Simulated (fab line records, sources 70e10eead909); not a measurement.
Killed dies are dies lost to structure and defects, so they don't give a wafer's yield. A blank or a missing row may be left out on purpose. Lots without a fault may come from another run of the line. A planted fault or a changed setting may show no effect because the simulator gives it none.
A struck lot beside a sound one | flow nand_harc | 23 steps out of a route of 1159
Sound: wafers L867.2, L867.5, L867.6. Struck: wafers L870.3, L870.4, L870.6. The cause comes at the end.
At each step with rows: each side's tool, then ch and its chambers, then its first start. Under that, the readings that differ: sound wafers | struck wafers | difference of the means | sigmas: that difference in standard deviations of wafers without a fault.
alike: readings whose means differ by less than 2 such deviations, and words and numbers that are the same on both sides. not compared: withheld readings, readings that some wafer has no value for, bounds like >300 that may hide the same value, and numbers for which the record gives no deviation and whose values overlap.
The two part at a step that has a row with sigmas, a row that says differs or no value, or rows on one side only. Numbers that don't overlap but have no deviation are shown without sigmas and don't part them. A reading that every wafer of one side lacks parts them only if that side has two wafers or more.

NHARC_P_M0_INSPECT_27:
  sound on defect_inspect-02, day 7 00:59; struck on defect_inspect-01, day 8 01:43
  alike: raw_defect_count
NHARC_P_M0_PRE_CLEAN_31: time 12 s.
  sound on pecvd-04 ch 0,2, day 7 01:04; struck on pecvd-04 ch 0,2, day 8 01:48
  alike: heater_power_w
NHARC_P_M0_DEP_32: deposits SiCN, target thk 30 nm.
  sound on pecvd-04 ch 0,2, day 7 01:10; struck on pecvd-04 ch 0,2, day 8 01:56
  alike: heater_power_w
then, 8 steps without rows for these wafers: NHARC_P_M1_DEP_00 (deposits SiOC, target thk 182.5 nm); NHARC_P_M1_DEHYDRATE_01 (time 120 s); NHARC_P_M1_HMDS_02 (time 30 s); NHARC_P_M1_COAT_34 (time 65 s); NHARC_P_M1_COAT_03 (resist thk 90 nm); NHARC_P_M1_SOFTBAKE_04 (time 55 s); NHARC_P_M1_EBR_05; NHARC_P_M1_EXPOSE_06 (exposes mask P M1, target cd 130 nm).
NHARC_P_M1_PEB_07: peb time 65 s.
  sound on litho_track-06 ch 0, day 7 02:10; struck on litho_track-01 ch 0, day 8 03:02
  reading                  | sound               | struck               | difference | sigmas
  heater_power_total_W (W) | 156.1 157.0 157.1   | 179.2 178.9 178.4    | +22.1      | +50
  plate_temp_C (C)         | 100.16 100.09 99.99 | 110.25 110.16 110.21 | +10.13     | +78
then, 1 step without rows for these wafers: NHARC_P_M1_DEVELOP_08 (develop time 35 s).
NHARC_P_M1_CD_MEAS_09: target cd 130 nm.
  sound on cd_sem-02 ch 0, day 7 02:14; struck on cd_sem-02 ch 0, day 8 03:07
  reading    | sound             | struck            | difference | sigmas
  cd_nm (nm) | 129.7 129.9 129.7 | 159.5 160.3 159.2 | +29.9      | +46
NHARC_P_M1_OVL_MEAS_10: pitch 260 nm.
  sound on overlay-02, day 7 02:20; struck on overlay-01, day 8 03:12
  alike: overlay_x_nm, overlay_y_nm
NHARC_P_M1_INSPECT_11:
  sound on defect_inspect-01, day 7 02:22; struck on defect_inspect-02, day 8 03:14
  alike: raw_defect_count
NHARC_P_M1_DESCUM_14: chemistry O2, time 3 s.
  sound on rie_diel-08 ch 1,2, day 7 02:26; struck on rie_diel-12 ch 1,2, day 8 03:17
  reading               | sound             | struck            | difference | sigmas
  model.P_M1.cd_nm (nm) | 129.9 129.9 129.3 | 159.6 160.2 159.1 | +29.9      |
  alike: drypump_motor_current_A, oes_product_au, rf_vpp_V, showerhead_plenum_p_Torr, throttle_valve_pct
  not compared: rf_hours_counter_h
NHARC_P_M1_ETCH_35: etches the open film in N2/H2, target depth 40 nm, overetch 12 nm, time 43.94 s.
  sound on rie_diel-08 ch 0,1,3, day 7 02:31; struck on rie_diel-12 ch 0,3, day 8 03:23
  alike: drypump_motor_current_A, n2_flow_sccm, oes_product_au, rf_vpp_V, showerhead_plenum_p_Torr, throttle_valve_pct
  not compared: rf_hours_counter_h
NHARC_P_M1_ETCH_15: etches the open film in C4F8/Ar, target depth 182.5 nm, time 91.2 s.
  sound on rie_diel-08 ch 2,3; struck on rie_diel-12 ch 0,1
  alike: oes_product_au, rf_vpp_V
  not compared: rf_hours_counter_h
NHARC_P_M1_CD_MEAS_16:
  sound on cd_sem-02, day 7 02:44; struck on cd_sem-02, day 8 03:36
  reading    | sound             | struck            | difference | sigmas
  cd_nm (nm) | 129.2 129.5 129.6 | 159.2 159.8 158.9 | +29.9      | +37
NHARC_P_M1_STRIP_18: strips in N2/H2.
  sound on rie_diel-10 ch 1,2,3, day 7 02:53; struck on rie_diel-08 ch 0,3, day 8 03:40
  alike: drypump_motor_current_A, n2_flow_sccm, oes_product_au, rf_vpp_V, showerhead_plenum_p_Torr, throttle_valve_pct
  not compared: rf_hours_counter_h
NHARC_P_M1_ETCH_28: etches the open film in CF4/N2, target depth 30 nm, time 72.99 s.
  sound on rie_diel-10 ch 0,2,3; struck on rie_diel-08 ch 0,2,3
  reading               | sound           | struck            | difference | sigmas
  model.P_M1.cd_nm (nm) | 129 129.8 129.6 | 158.5 159.8 158.6 | +29.5      |
  alike: drypump_motor_current_A, n2_flow_sccm, oes_product_au, rf_vpp_V, showerhead_plenum_p_Torr, throttle_valve_pct
  not compared: rf_hours_counter_h
then, 1 step without rows for these wafers: NHARC_P_M1_STRIP_19 (strips in post etch residue remover, time 600 s).

WHERE THEY PART
First at NHARC_P_M1_PEB_07; last, within this record, at NHARC_P_M1_CD_MEAS_16. Later steps at which nothing parts them and some readings are alike: NHARC_P_M1_STRIP_18, NHARC_P_M1_ETCH_28.

WHY: what the simulator had put in
Process parameter drift: litho_track-01, from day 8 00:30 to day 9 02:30, at NHARC_P_M1_PEB_07. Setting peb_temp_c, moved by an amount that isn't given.
